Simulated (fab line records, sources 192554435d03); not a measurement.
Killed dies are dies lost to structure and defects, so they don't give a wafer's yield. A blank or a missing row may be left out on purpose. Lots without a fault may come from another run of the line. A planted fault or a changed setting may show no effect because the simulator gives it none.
Which tool did it? | flow n5_finfet | 24 lots, 72 wafers sampled, at 6 steps of a route of 1938

WHAT THE GAUGES READ, wafer by wafer
N5_BEOL_M8_CD_MEAS_28: target cd 40 nm. Usual: cd_nm 39.99 nm, standard deviation 0.25.
lot  | measured     | on        | cd_nm (nm)        | flag
L074 | day 10 13:10 | cd_sem-03 | 39.89 40.13 40.38 |
L075 | day 10 13:13 | cd_sem-01 | 39.68 40.13 40.00 |
L076 | day 10 19:41 | cd_sem-01 | 40.27 40.42 39.92 |
L078 | day 11 11:31 | cd_sem-02 | 39.81 39.80 39.94 |
L077 | day 11 19:49 | cd_sem-01 | 39.84 39.84 39.93 |
L079 | day 12 11:31 | cd_sem-02 | 39.76 40.55 40.39 |
L080 | day 12 11:34 | cd_sem-02 | 40.15 39.86 39.49 |
L081 | day 12 14:23 | cd_sem-02 | 39.66 39.94 39.34 |
L082 | day 12 23:17 | cd_sem-03 | 39.85 39.68 39.69 |
L083 | day 13 21:38 | cd_sem-02 | 39.85 39.79 39.86 |
L084 | day 14 13:48 | cd_sem-01 | 40.23 40.06 39.82 |
L085 | day 14 13:43 | cd_sem-03 | 39.88 39.94 39.72 |
L086 | day 15 03:07 | cd_sem-01 | 39.88 39.70 40.18 |
L088 | day 15 01:53 | cd_sem-02 | 39.83 40.40 39.85 |
L087 | day 15 03:23 | cd_sem-01 | 40.36 40.06 40.29 |
L089 | day 15 05:13 | cd_sem-01 | 40.11 39.69 40.08 |
L092 | day 15 09:50 | cd_sem-01 | 39.85 40.10 40.36 |
L090 | day 15 10:29 | cd_sem-02 | 39.65 39.69 39.84 |
L091 | day 15 23:17 | cd_sem-03 | 40.36 39.82 39.86 |
L094 | day 16 01:05 | cd_sem-02 | 40.20 40.04 40.15 |
L095 | day 16 07:07 | cd_sem-01 | 39.88 40.07 39.87 |
L093 | day 16 07:10 | cd_sem-02 | 40.20 40.24 39.82 |
L096 | day 16 10:11 | cd_sem-02 | 39.87 40.14 40.27 |
L097 | day 17 13:02 | cd_sem-02 | 39.87 39.99 39.88 |

N5_BEOL_M9_CD_MEAS_11: target cd 64.1 nm. Usual: cd_nm 64.4 nm, standard deviation 0.54.
lot  | measured     | on        | cd_nm (nm)     | flag
L074 | day 10 17:41 | cd_sem-03 | 64.6 64.1 63.7 |
L075 | day 10 18:31 | cd_sem-02 | 63.8 64.0 64.2 |
L076 | day 11 01:42 | cd_sem-03 | 64.1 63.3 64.1 |
L078 | day 11 17:05 | cd_sem-03 | 64.2 64.5 65.0 |
L077 | day 12 00:55 | cd_sem-02 | 63.8 64.0 64.5 |
L079 | day 12 16:42 | cd_sem-02 | 64.5 63.9 64.1 |
L080 | day 12 18:56 | cd_sem-01 | 65.6 65.1 64.2 |
L081 | day 12 20:20 | cd_sem-02 | 64.3 64.1 64.9 |
L082 | day 13 03:59 | cd_sem-03 | 64.7 65.3 64.9 |
L083 | day 14 04:34 | cd_sem-03 | 64.3 64.9 64.1 |
L084 | day 14 23:47 | cd_sem-02 | 64.2 64.3 63.5 |
L085 | day 14 23:58 | cd_sem-02 | 63.6 63.5 64.1 |
L086 | day 15 09:25 | cd_sem-03 | 64.6 64.3 65.2 |
L088 | day 15 07:28 | cd_sem-02 | 63.9 63.2 63.8 |
L087 | day 15 09:37 | cd_sem-02 | 64.8 65.0 64.7 |
L089 | day 15 10:05 | cd_sem-02 | 63.9 63.9 63.7 |
L092 | day 15 15:34 | cd_sem-02 | 65.3 65.5 65.3 |
L090 | day 15 17:44 | cd_sem-02 | 64.6 65.2 64.3 |
L091 | day 16 04:45 | cd_sem-02 | 64.9 63.9 64.0 |
L094 | day 16 08:17 | cd_sem-01 | 64.7 64.8 65.3 |
L095 | day 16 15:11 | cd_sem-03 | 64.8 64.0 64.4 |
L093 | day 16 12:46 | cd_sem-02 | 65.5 65.8 65.6 |
L096 | day 16 15:20 | cd_sem-01 | 64.5 64.9 64.0 |
L097 | day 17 20:38 | cd_sem-02 | 64.3 64.8 64.8 |

N5_BEOL_M9_INSPECT_58: inspects for defects (darkfield). Usual: raw_defect_count 74, standard deviation 27.
lot  | measured     | on                | raw_defect_count | flag
L074 | day 11 00:18 | defect_inspect-02 | 64 45 60         |
L075 | day 10 23:42 | defect_inspect-01 | 70 53 97         |
L076 | day 11 05:58 | defect_inspect-01 | 171 71 182       |
L078 | day 11 22:58 | defect_inspect-01 | 94 40 44         |
L077 | day 12 06:59 | defect_inspect-01 | 95 129 108       |
L079 | day 12 20:23 | defect_inspect-01 | 55 52 60         |
L080 | day 13 01:30 | defect_inspect-01 | 63 81 67         |
L081 | day 13 01:45 | defect_inspect-01 | 69 70 64         |
L082 | day 13 08:17 | defect_inspect-01 | 48 43 65         |
L083 | day 14 08:49 | defect_inspect-01 | 72 38 49         |
L084 | day 15 05:14 | defect_inspect-01 | 64 114 73        |
L085 | day 15 04:59 | defect_inspect-01 | 48 81 60         |
L086 | day 15 14:52 | defect_inspect-01 | 64 74 60         |
L088 | day 15 11:09 | defect_inspect-01 | 30 64 65         |
L087 | day 15 15:34 | defect_inspect-02 | 82 58 101        |
L089 | day 15 17:19 | defect_inspect-01 | 78 77 68         |
L092 | day 15 23:47 | defect_inspect-01 | 106 82 78        |
L090 | day 16 00:41 | defect_inspect-02 | 51 93 96         |
L091 | day 16 10:47 | defect_inspect-01 | 64 79 67         |
L094 | day 16 13:51 | defect_inspect-02 | 56 54 84         |
L095 | day 16 22:58 | defect_inspect-01 | 94 95 92         |
L093 | day 16 17:07 | defect_inspect-02 | 90 84 107        |
L096 | day 16 23:14 | defect_inspect-01 | 87 75 68         |
L097 | day 18 03:44 | defect_inspect-02 | 68 95 73         |

WHICH TOOL RAN EACH LOT (tool, then ch and the chambers of the sampled wafers, then the start)
lot  | N5_BEOL_M7_SPUTTER_48        | N5_BEOL_M9_CURE_71            | N5_BEOL_M9_ETCH_41
L074 | pvd_sputter-03, day 10 06:29 | uv_cure-03 ch 1, day 10 16:18 | rie_diel-05 ch 0,3, day 11 00:18 or earlier
L075 | pvd_sputter-02, day 10 09:19 | uv_cure-01 ch 0, day 10 16:28 | rie_diel-02 ch 2,3, day 10 23:42 or earlier
L076 | pvd_sputter-03, day 10 14:05 | uv_cure-02 ch 0, day 11 00:20 | rie_diel-05 ch 1,2,3, day 11 05:58 or earlier
L078 | pvd_sputter-03, day 11 05:35 | uv_cure-03 ch 0, day 11 15:15 | rie_diel-03 ch 0,1,2, day 11 22:58 or earlier
L077 | pvd_sputter-01, day 11 13:58 | uv_cure-02 ch 1, day 11 23:38 | rie_diel-03 ch 0,2,3, day 12 06:59 or earlier
L079 | pvd_sputter-03, day 12 06:30 | uv_cure-01 ch 0, day 12 14:43 | rie_diel-05 ch 0,1,2, day 12 20:23 or earlier
L080 | pvd_sputter-03, day 12 06:43 | uv_cure-03 ch 1, day 12 16:23 | rie_diel-02 ch 0,2,3, day 13 01:30 or earlier
L081 | pvd_sputter-03, day 12 10:17 | uv_cure-02 ch 2, day 12 19:17 | rie_diel-05 ch 0,1, day 13 01:45 or earlier
L082 | pvd_sputter-03, day 12 15:25 | uv_cure-02 ch 0, day 13 02:35 | rie_diel-05 ch 0,1,3, day 13 08:17 or earlier
L083 | pvd_sputter-01, day 13 16:43 | uv_cure-02 ch 0, day 14 02:22 | rie_diel-03 ch 0,1,2, day 14 08:49 or earlier
L084 | pvd_sputter-01, day 14 06:16 | uv_cure-03 ch 1, day 14 19:28 | rie_diel-02 ch 1,2, day 15 05:14 or earlier
L085 | pvd_sputter-03, day 14 07:13 | uv_cure-02 ch 2, day 14 19:40 | rie_diel-05 ch 2,3, day 15 04:59 or earlier
L086 | pvd_sputter-02, day 14 15:20 | uv_cure-01 ch 1, day 15 07:05 | rie_diel-03 ch 1,3, day 15 14:52 or earlier
L088 | pvd_sputter-01, day 14 15:40 | uv_cure-02 ch 0, day 15 05:35 | rie_diel-02 ch 0,2,3, day 15 11:09 or earlier
L087 | pvd_sputter-02, day 14 18:44 | uv_cure-02 ch 2, day 15 07:16 | rie_diel-02 ch 1,2,3, day 15 15:34 or earlier
L089 | pvd_sputter-02, day 15 01:59 | uv_cure-03 ch 0, day 15 09:02 | rie_diel-02 ch 2,3, day 15 17:19 or earlier
L092 | pvd_sputter-02, day 15 04:50 | uv_cure-03 ch 0, day 15 14:17 | rie_diel-03 ch 0,1,2, day 15 23:47 or earlier
L090 | pvd_sputter-01, day 15 06:06 | uv_cure-03 ch 0, day 15 15:44 | rie_diel-03 ch 2,3, day 16 00:41 or earlier
L091 | pvd_sputter-03, day 15 16:49 | uv_cure-03 ch 2, day 16 03:10 | rie_diel-03 ch 1,2,3, day 16 10:47 or earlier
L094 | pvd_sputter-01, day 15 16:53 | uv_cure-01 ch 1, day 16 04:44 | rie_diel-03 ch 1,2, day 16 13:51 or earlier
L095 | pvd_sputter-03, day 16 00:54 | uv_cure-03 ch 1, day 16 12:05 | rie_diel-03 ch 0,2, day 16 22:58 or earlier
L093 | pvd_sputter-03, day 16 01:44 | uv_cure-03 ch 0, day 16 11:32 | rie_diel-02 ch 1,2, day 16 17:07 or earlier
L096 | pvd_sputter-03, day 16 02:24 | uv_cure-02 ch 2, day 16 13:31 | rie_diel-03 ch 1,2,3, day 16 23:14 or earlier
L097 | pvd_sputter-02, day 17 07:10 | uv_cure-01 ch 1, day 17 16:11 | rie_diel-03 ch 0,1,3, day 18 03:44 or earlier
- N5_BEOL_M7_SPUTTER_48: material Cu, target thk 10 nm, time 1.667 s.
- N5_BEOL_M9_CURE_71: cures SiCOH lowk, time 240 s.
- N5_BEOL_M9_ETCH_41: etches SiCN in CH3F/O2, target depth 36.6 nm, time 70.1 s.

WHAT THE TOOLS THEMSELVES READ (means of the sampled wafers that have a number; where no wafer has one, the mark that the record gives instead)
N5_BEOL_M7_SPUTTER_48. Usual: throttle_valve_pct 29.8 %, standard deviation 0.71.
lot  | tool           | throttle_valve_pct (%) | flag
L074 | pvd_sputter-03 | 29.6                   |
L075 | pvd_sputter-02 | 29.7                   |
L076 | pvd_sputter-03 | 29.7                   |
L078 | pvd_sputter-03 | 29.7                   |
L077 | pvd_sputter-01 | 29.8                   |
L079 | pvd_sputter-03 | 29.6                   |
L080 | pvd_sputter-03 | 29.9                   |
L081 | pvd_sputter-03 | 29.5                   |
L082 | pvd_sputter-03 | 29.7                   |
L083 | pvd_sputter-01 | 30.1                   |
L084 | pvd_sputter-01 | 29.3                   |
L085 | pvd_sputter-03 | 29.6                   |
L086 | pvd_sputter-02 | 29.9                   |
L088 | pvd_sputter-01 | 29.8                   |
L087 | pvd_sputter-02 | 30.1                   |
L089 | pvd_sputter-02 | 29.8                   |
L092 | pvd_sputter-02 | 30.0                   |
L090 | pvd_sputter-01 | 30.4                   |
L091 | pvd_sputter-03 | 29.4                   |
L094 | pvd_sputter-01 | 29.8                   |
L095 | pvd_sputter-03 | 29.5                   |
L093 | pvd_sputter-03 | 29.5                   |
L096 | pvd_sputter-03 | 29.8                   |
L097 | pvd_sputter-02 | 29.5                   |

N5_BEOL_M9_CURE_71. Usual: lamp_power_pct 52.31 %, standard deviation 0.052; wafer_temp_C_max 387.1, standard deviation 0.53.
lot  | tool       | lamp_power_pct (%) | wafer_temp_C_max | flag
L074 | uv_cure-03 | 52.31              | 387.3            |
L075 | uv_cure-01 | 52.30              | 386.8            |
L076 | uv_cure-02 | 52.29              | 387.1            |
L078 | uv_cure-03 | 52.30              | 386.7            |
L077 | uv_cure-02 | 52.32              | 386.8            |
L079 | uv_cure-01 | 52.36              | 386.8            |
L080 | uv_cure-03 | 52.34              | 387.5            |
L081 | uv_cure-02 | 52.27              | 387.1            |
L082 | uv_cure-02 | 52.33              | 387.4            |
L083 | uv_cure-02 | 52.35              | 386.9            |
L084 | uv_cure-03 | 52.26              | 387.8            |
L085 | uv_cure-02 | 52.29              | 387.4            |
L086 | uv_cure-01 | 52.32              | 388.6            |
L088 | uv_cure-02 | 52.38              | 386.9            |
L087 | uv_cure-02 | 52.32              | 387.1            |
L089 | uv_cure-03 | 52.31              | 386.3            |
L092 | uv_cure-03 | 52.28              | 386.6            |
L090 | uv_cure-03 | 52.34              | 386.6            |
L091 | uv_cure-03 | 52.37              | 387.2            |
L094 | uv_cure-01 | 52.31              | 387.6            |
L095 | uv_cure-03 | 52.36              | 387.8            |
L093 | uv_cure-03 | 52.28              | 386.6            |
L096 | uv_cure-02 | 52.35              | 387.8            |
L097 | uv_cure-01 | 52.34              | 387.6            |

N5_BEOL_M9_ETCH_41. Usual: drypump_motor_current_A 5.6 A, standard deviation 0.46; oes_product_au 0.82 a.u., standard deviation 0.11; rf_vpp_V 297.7 V, standard deviation 1.6; showerhead_plenum_p_Torr 2.01 Torr, standard deviation 0.065; throttle_valve_pct 16.14 %, standard deviation 0.25.
lot  | tool        | drypump_motor_current_A (A) | oes_product_au (a.u.) | rf_vpp_V (V) | showerhead_plenum_p_Torr (Torr) | throttle_valve_pct (%) | flag
L074 | rie_diel-05 | 5.4                         | 0.86                  | 297.1        | 1.99                            | 16.24                  |
L075 | rie_diel-02 | 5.7                         | 0.72                  | 297.7        | 2.00                            | 16.22                  |
L076 | rie_diel-05 | 5.3                         | 0.85                  | 300.0        | 2.11                            | 16.20                  |
L078 | rie_diel-03 | 5.7                         | 0.87                  | 298.1        | 2.02                            | 16.00                  |
L077 | rie_diel-03 | 5.3                         | 0.83                  | 298.3        | 2.04                            | 16.13                  |
L079 | rie_diel-05 | 5.5                         | 0.90                  | 298.3        | 2.07                            | 16.13                  |
L080 | rie_diel-02 | 5.5                         | 0.79                  | 297.0        | 2.00                            | 16.09                  |
L081 | rie_diel-05 | 5.5                         | 0.89                  | 297.1        | 2.01                            | 16.18                  |
L082 | rie_diel-05 | 5.3                         | 0.91                  | 298.3        | 2.04                            | 16.13                  |
L083 | rie_diel-03 | 5.7                         | 0.83                  | 298.1        | 2.01                            | 16.03                  |
L084 | rie_diel-02 | 6.1                         | 0.71                  | 297.2        | 1.96                            | 16.42                  |
L085 | rie_diel-05 | 5.4                         | 0.93                  | 299.4        | 2.10                            | 16.05                  |
L086 | rie_diel-03 | 5.6                         | 0.81                  | 298.1        | 2.00                            | 16.13                  |
L088 | rie_diel-02 | 5.5                         | 0.76                  | 295.7        | 1.99                            | 16.12                  |
L087 | rie_diel-02 | 6.0                         | 0.70                  | 296.2        | 1.95                            | 16.41                  |
L089 | rie_diel-02 | 5.9                         | 0.68                  | 296.7        | 1.94                            | 16.40                  |
L092 | rie_diel-03 | 5.7                         | 0.81                  | 298.7        | 2.01                            | 16.06                  |
L090 | rie_diel-03 | 5.4                         | 0.85                  | 298.0        | 2.03                            | 16.00                  |
L091 | rie_diel-03 | 5.7                         | 0.84                  | 297.6        | 2.00                            | 16.00                  |
L094 | rie_diel-03 | 5.9                         | 0.88                  | 297.5        | 2.00                            | 15.88                  |
L095 | rie_diel-03 | 5.3                         | 0.97                  | 298.1        | 2.04                            | 15.89                  |
L093 | rie_diel-02 | 5.9                         | 0.69                  | 297.1        | 1.99                            | 16.33                  |
L096 | rie_diel-03 | 5.7                         | 0.83                  | 296.7        | 2.00                            | 16.01                  |
L097 | rie_diel-03 | 5.6                         | 0.86                  | 297.2        | 2.00                            | 16.03                  |

THE ANSWER, worked out from the rows above alone
Rule: a lot is off if the mean of its wafers that have a number lies more than 3 standard deviations from the usual mean. A lot without any number at a reading at which 4 lots or more have one is off too. The other lots that the step has rows for count as sound. The gauges are gone through in route order, then the tools' own readings, and for those a lot's mean is taken as printed above. The first step at which some lot is off is used, and at that step the reading that is off furthest; a lot without a number counts as furthest.
No lot is off at any reading shown: from this, nothing can be told.

WHAT THE SIMULATOR HAD PUT IN
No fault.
